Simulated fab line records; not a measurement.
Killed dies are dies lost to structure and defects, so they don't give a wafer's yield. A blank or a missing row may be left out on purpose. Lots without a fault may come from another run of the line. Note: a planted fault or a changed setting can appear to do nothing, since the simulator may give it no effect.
Chamber matching | flow n5 finfet | N5_BEOL_M0_SAQP_PECVD_00 on pecvd-04 has 3 sister chambers
The step deposits SiCN from 3MS/NH3, target thk 8 nm, time 14 s. 18 wafers are shown with their chamber, then 9 later ones without.

== WAFERS PAIRED WITH THEIR CHAMBERS ==
wafer  | chamber | showerhead plenum p Torr (Torr) | throttle valve pct (%)
L076.3 | 0       | 3.663                           | 9.1
L076.4 | 2       | 3.645                           | 9.5
L076.6 | 0       | 3.671                           | 9.3
L083.1 | 2       | 3.653                           | 9.7
L083.2 | 1       | 3.684                           | 9.0
L083.3 | 0       | 3.670                           | 9.4
L083.4 | 1       | 3.681                           | 8.8
L083.5 | 0       | 3.665                           | 9.0
L083.6 | 2       | 3.653                           | 9.7
L084.3 | 0       | 3.660                           | 9.1
L084.4 | 2       | 3.652                           | 9.6
L084.5 | 1       | 3.670                           | 8.9
L087.1 | 1       | 3.676                           | 9.3
L087.4 | 1       | 3.678                           | 8.9
L087.5 | 2       | 3.656                           | 9.8
L089.1 | 2       | 3.648                           | 9.6
L089.2 | 1       | 3.680                           | 9.1
L089.3 | 0       | 3.664                           | 9.1

SIGNATURES (means of the wafers above)
reading                  | chamber 0 | chamber 1 | chamber 2 | scatter within a chamber
showerhead plenum p Torr | 3.66550   | 3.67817   | 3.65117   | 0.00436
throttle valve pct       | 9.167     | 9.000     | 9.650     | 0.148
Rule: a wafer lies at a distance from a chamber equal to the root of the sum of squares, over the readings, of (its reading less the chamber's mean, divided by the reading's scatter). The wafer belongs to the nearest chamber; if the next one is less than 2 further off, it can't be placed. The scatter is the square root of a quotient: the sum, over the shown wafers, of each reading's squared deviation from its chamber's mean, divided by wafers minus chambers.

== WAFERS WITHOUT THEIR CHAMBER ==
wafer  | showerhead plenum p Torr (Torr) | throttle valve pct (%)
L089.4 | 3.662                           | 8.9
L089.5 | 3.652                           | 9.8
L089.6 | 3.666                           | 9.2
L091.1 | 3.680                           | 8.7
L091.2 | 3.664                           | 9.0
L091.6 | 3.669                           | 9.3
L094.1 | 3.672                           | 9.2
L094.2 | 3.648                           | 9.6
L094.4 | 3.656                           | 9.6

== WHICH CHAMBER EACH WENT THROUGH ==
wafer  | from the rows above     | in truth
L089.4 | can't be placed: 0 or 1 | 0
L089.5 | 2                       | 2
L089.6 | 0                       | 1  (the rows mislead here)
L091.1 | 1                       | 1
L091.2 | 0                       | 0
L091.6 | can't be placed: 0 or 1 | 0
L094.1 | can't be placed: 0 or 1 | 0
L094.2 | 2                       | 2
L094.4 | 2                       | 2
Correctly placed: 5 of 9. Cannot be placed on the basis of these rows: 3; the candidates contain the true chamber in 3. 1 placed wrongly.
